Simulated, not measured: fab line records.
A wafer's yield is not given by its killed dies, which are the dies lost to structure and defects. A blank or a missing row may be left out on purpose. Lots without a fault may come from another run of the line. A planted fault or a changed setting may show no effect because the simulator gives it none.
Problem report in the 8D (eight disciplines) form, filled by code | flow n5Finfet | the parts of the form that need people (team, actions taken, sign-off) are left out

## 1. THE ISSUE
spinSpeedRpm at N5_MOL_CONTACT_COAG_COAT_64 reads a mean of 1446.7 rpm on 6 wafers of 2 lots; wafers without a fault read 1500.0 rpm with a standard deviation of 1. Relative to the usual mean, that is a shift of -53 standard deviations.
The step: time 60 s, resist thk 10 nm.
The first sign was on wafer L951.2 at day 7 23:00, on lithoTrack-01. At this step, 12 wafers from 4 lots have a number in the record. By rule, "out" or "out of limits" means more than 4 standard deviations away from the usual mean. The other wafers with a number count as sound.

## 2. WHAT IT IS AND WHAT IT IS NOT
question                    | is                     | is not
which readings at this step | spinSpeedRpm           | resistLineTempC
which lots                  | L951, L953             | L940, L958
which wafers of those lots  | all that have a number | -
read on which tools         | lithoTrack-01          | lithoTrack-04
when                        | from day 7 23:00       | up to then (3 sound wafers); but 3 sound wafers of L958 came after

## 3. THE SUSPECTS, EACH WITH WHAT RULES IT OUT
Counting: a tool at a process step up to the reading stays a suspect if it ran every lot that is out and no sound lot after the first of them.
- lithoTrack-01 at N5_MOL_CONTACT_COAG_COAT_64 (time 60 s, resist thk 10 nm): kept. It processed each lot that is out, first L951 at day 7 23:00, and no sound lot thereafter; up to then, the last sound lot it processed was L940 at day 5 06:19. Out on those wafers are its own readings of spinSpeedRpm.
The count leaves lithoTrack-01 at N5_MOL_CONTACT_COAG_COAT_64.

## 4. THE CAUSE (what the simulator had put in)
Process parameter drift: lithoTrack-01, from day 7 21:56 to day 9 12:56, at N5_MOL_CONTACT_COAG_COAT_64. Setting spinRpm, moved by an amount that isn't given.
The count eliminated every tool but this one.

## 5. THE CHAIN OF EFFECTS, in route order
Each row: a reading where the mean over the struck wafers with a number is more than 3 standard deviations away from the usual. Only readings for which the record gives a usual standard deviation are gone through. hours: the time from each lot's start at the first step in this table that gives one to its start at this step, as a median over the lots. sigmas: the change in usual standard deviations.
hours | step                        | reading      | usual      | on struck wafers | change | sigmas
0     | N5_MOL_CONTACT_COAG_COAT_64 | spinSpeedRpm | 1500.0 rpm | 1446.7           | -53.3  | -53
Here are the process steps it includes:
- N5_MOL_CONTACT_COAG_COAT_64: time 60 s, resist thk 10 nm.
Later steps that measure or inspect, where all struck wafers having a row at the step show a number for every such reading and not one has moved that far: N5_BEOL_M4_RC_MEAS_101.

## 6. HOW IT WOULD HAVE BEEN CAUGHT EARLIER
In this record the first reading out of limits was taken at day 7 23:00, 1 hour after the fault began at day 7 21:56.
